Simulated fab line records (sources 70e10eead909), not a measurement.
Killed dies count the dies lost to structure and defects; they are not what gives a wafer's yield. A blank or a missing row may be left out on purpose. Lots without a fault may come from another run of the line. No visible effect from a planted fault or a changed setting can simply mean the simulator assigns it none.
A struck lot beside a sound one | flow nand harc | 16 out of 1302 route steps
Sound: these wafers, L973.3, L973.5, L973.6. Struck: wafer L982.5; the same lot's L982.6 was not struck, so it is left out; see the end for the cause.
Order at every step that has rows: each side's tool, ch and its chambers, its first start. Under that, the readings that differ: sound wafers | struck wafers | difference of the means | sigmas: that difference in standard deviations of wafers without a fault.
alike: words and numbers the same on both sides, and readings whose means are apart by under 2 such deviations; not compared: readings that were withheld, readings missing a value for some wafer, numbers with overlapping values and no deviation given by the record, and bounds like >300 which may hide the same value.
A row with sigmas, a row that says differs or no value, or rows on one side alone: a step with any of these is where the two part. Numbers that don't overlap but have no deviation are shown without sigmas and don't part them. Lack of a reading on every wafer of one side parts them only where that side has two or more wafers.

NHARC_A_ONON_D2_THK_MEAS_08: measures by ellipsometry.
  sound: film metro-01 at day 15 17:11; struck: film metro-01 at day 20 01:46
  alike: thk nm
then, 1 step without rows for these wafers: NHARC_A_ONON_D2_DEP_09 (target thk 1000 nm).
NHARC_A_ONON_D2_THK_MEAS_11: measures by ellipsometry.
  sound: film metro-02 at day 15 17:45; struck: film metro-01 at day 20 02:22
  reading     | sound          | struck | difference | sigmas
  thk nm (nm) | 1011 1012 1012 | 985    | -27        | -2
then, 1 step without rows for these wafers: NHARC_A_ONON_D2_DEP_12 (target thk 1000 nm).
NHARC_A_ONON_D2_THK_MEAS_14: measures by ellipsometry.
  sound: film metro-01 at day 15 18:19; struck: film metro-01 at day 20 02:57
  alike: thk nm
then, 2 steps without rows for these wafers: NHARC_A_ONON_D2_ANNEAL_15 (time 3600 s); NHARC_A_ONON_D2_DEP_16 (target thk 1000 nm).
NHARC_A_ONON_D2_THK_MEAS_18: measures by ellipsometry.
  sound: film metro-01 at day 16 02:06; struck: film metro-01 at day 20 11:15
  alike: thk nm
then, 1 step without rows for these wafers: NHARC_A_ONON_D2_DEP_19 (target thk 1000 nm).
NHARC_A_ONON_D2_THK_MEAS_21: measures by ellipsometry.
  sound: film metro-01 at day 16 02:40; struck: film metro-02 at day 20 11:49
  alike: thk nm
then, 1 step without rows for these wafers: NHARC_A_ONON_D2_DEP_22 (target thk 1000 nm).
NHARC_A_ONON_D2_THK_MEAS_24: measures by ellipsometry.
  sound: film metro-02 at day 16 03:14; struck: film metro-01 at day 20 12:23
  alike: thk nm
NHARC_A_ONON_D2_DEP_25: target thk 1000 nm.
  sound on pecvd onon-03 ch 0, day 16 03:24; struck on pecvd onon-03 ch 0, day 20 12:40
  reading               | sound             | struck | difference | sigmas
  sih4 flow sccm (sccm) | 209.4 209.4 209.0 | 210.6  | +1.3       | +2
  alike: nh3 flow sccm
NHARC_A_ONON_D2_THK_MEAS_27: measures by ellipsometry.
  sound: film metro-01 at day 16 03:48; struck: film metro-01 at day 20 12:57
  reading     | sound       | struck | difference | sigmas
  thk nm (nm) | 987 987 986 | 1106   | +119       | +11
then, 1 step without rows for these wafers: NHARC_A_ONON_D2_DEP_28 (target thk 1000 nm).
-- the record jumps here: 11 days lie between the struck wafers' starts before and after (it left off in module A_ONON_D2 and takes up again in module END, whose first step shown is number 1302 of the route) --
NHARC_END_SORT_01:
  here the record holds rows for the struck wafers (prober-01 ch 0, day 31 14:34) but none for the sound ones

## WHERE THEY PART
At NHARC_A_ONON_D2_THK_MEAS_11 first; at NHARC_END_SORT_01 last (within this record only).

WHY: what had been put in by the simulator
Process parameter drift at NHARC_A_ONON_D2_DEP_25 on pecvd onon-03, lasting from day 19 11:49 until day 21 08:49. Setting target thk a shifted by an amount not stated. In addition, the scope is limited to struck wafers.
